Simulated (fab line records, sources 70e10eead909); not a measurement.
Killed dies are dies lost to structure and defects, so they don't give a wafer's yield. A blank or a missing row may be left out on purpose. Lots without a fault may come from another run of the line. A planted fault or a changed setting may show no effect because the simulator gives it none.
A struck lot beside a sound one | flow nand_harc | 16 steps out of a route of 1302
Sound: wafers L766.1, L766.2, L766.3. Struck: wafer L780.3. The cause comes at the end.
At each step with rows: each side's tool, then ch and its chambers, then its first start. Under that, the readings that differ: sound wafers | struck wafers | difference of the means | sigmas: that difference in standard deviations of wafers without a fault.
alike: readings whose means differ by less than 2 such deviations, and words and numbers that are the same on both sides. not compared: withheld readings, readings that some wafer has no value for, bounds like >300 that may hide the same value, and numbers for which the record gives no deviation and whose values overlap.
The two part at a step that has a row with sigmas, a row that says differs or no value, or rows on one side only. Numbers that don't overlap but have no deviation are shown without sigmas and don't part them. A reading that every wafer of one side lacks parts them only if that side has two wafers or more.

NHARC_A_ONON_D2_THK_MEAS_11: measures by ellipsometry.
  sound on film_metro-02, day 13 01:23; struck on film_metro-02, day 18 19:13
  alike: thk_nm
then, 1 step without rows for these wafers: NHARC_A_ONON_D2_DEP_12 (target thk 1000 nm).
NHARC_A_ONON_D2_THK_MEAS_14: measures by ellipsometry.
  sound on film_metro-01, day 13 01:57; struck on film_metro-01, day 18 19:47
  reading     | sound          | struck | difference | sigmas
  thk_nm (nm) | 1005 1005 1003 | 985    | -19        | -2
then, 2 steps without rows for these wafers: NHARC_A_ONON_D2_ANNEAL_15 (time 3600 s); NHARC_A_ONON_D2_DEP_16 (target thk 1000 nm).
NHARC_A_ONON_D2_THK_MEAS_18: measures by ellipsometry.
  sound on film_metro-02, day 13 09:20; struck on film_metro-01, day 19 03:32
  reading     | sound       | struck | difference | sigmas
  thk_nm (nm) | 997 997 995 | 1019   | +23        | +2
then, 1 step without rows for these wafers: NHARC_A_ONON_D2_DEP_19 (target thk 1000 nm).
NHARC_A_ONON_D2_THK_MEAS_21: measures by ellipsometry.
  sound on film_metro-02, day 13 09:53; struck on film_metro-01, day 19 04:05
  alike: thk_nm
then, 1 step without rows for these wafers: NHARC_A_ONON_D2_DEP_22 (target thk 1000 nm).
NHARC_A_ONON_D2_THK_MEAS_24: measures by ellipsometry.
  sound on film_metro-02, day 13 10:28; struck on film_metro-02, day 19 04:40
  reading     | sound       | struck | difference | sigmas
  thk_nm (nm) | 983 982 982 | 1011   | +29        | +3
then, 1 step without rows for these wafers: NHARC_A_ONON_D2_DEP_25 (target thk 1000 nm).
NHARC_A_ONON_D2_THK_MEAS_27: measures by ellipsometry.
  sound on film_metro-01, day 13 11:01; struck on film_metro-01, day 19 05:13
  alike: thk_nm
NHARC_A_ONON_D2_DEP_28: target thk 1000 nm.
  sound on pecvd_onon-02 ch 0, day 13 11:05; struck on pecvd_onon-04 ch 0, day 19 05:23
NHARC_A_ONON_D2_THK_MEAS_30: measures by ellipsometry.
  sound on film_metro-01, day 13 11:35; struck on film_metro-01, day 19 05:58
  reading     | sound          | struck | difference | sigmas
  thk_nm (nm) | 1002 1003 1003 | 1042   | +39        | +4
  not compared: hold
NHARC_A_ONON_D2_DEP_33: deposits SiO2, target thk 200 nm.
  sound on pecvd-01 ch 0,1,2, day 13 11:39; struck on pecvd-01 ch 2, day 19 11:46
  reading | sound | struck                   | difference                   | sigmas
  hold    | - - - | await_dispo/5.7h/release | no value on the sound wafers |
  alike: heater_power_w, rf_fwd_power_W, throttle_valve_pct
-- the record jumps here: 11 days lie between the struck wafers' starts before and after (it left off in module A_ONON_D2 and takes up again in module END, whose first step shown is number 1302 of the route) --
NHARC_END_SORT_01:
  sound on prober-01 ch 0, day 25 04:43; struck on prober-02 ch 0, day 30 15:35
  reading         | sound    | struck                   | difference                   | sigmas
  hold            | - - -    | await_dispo/6.7h/release | no value on the sound wafers |
  killed_at_array | 58 62 43 | 615                      | +561                         | +33
  killed_dies     | 64 65 44 | 618                      | +560                         | +33
  alike: killed_at_other, killed_at_periphery, killed_open, killed_short

WHERE THEY PART
First at NHARC_A_ONON_D2_THK_MEAS_14; last, within this record, at NHARC_END_SORT_01.

WHY: what the simulator had put in
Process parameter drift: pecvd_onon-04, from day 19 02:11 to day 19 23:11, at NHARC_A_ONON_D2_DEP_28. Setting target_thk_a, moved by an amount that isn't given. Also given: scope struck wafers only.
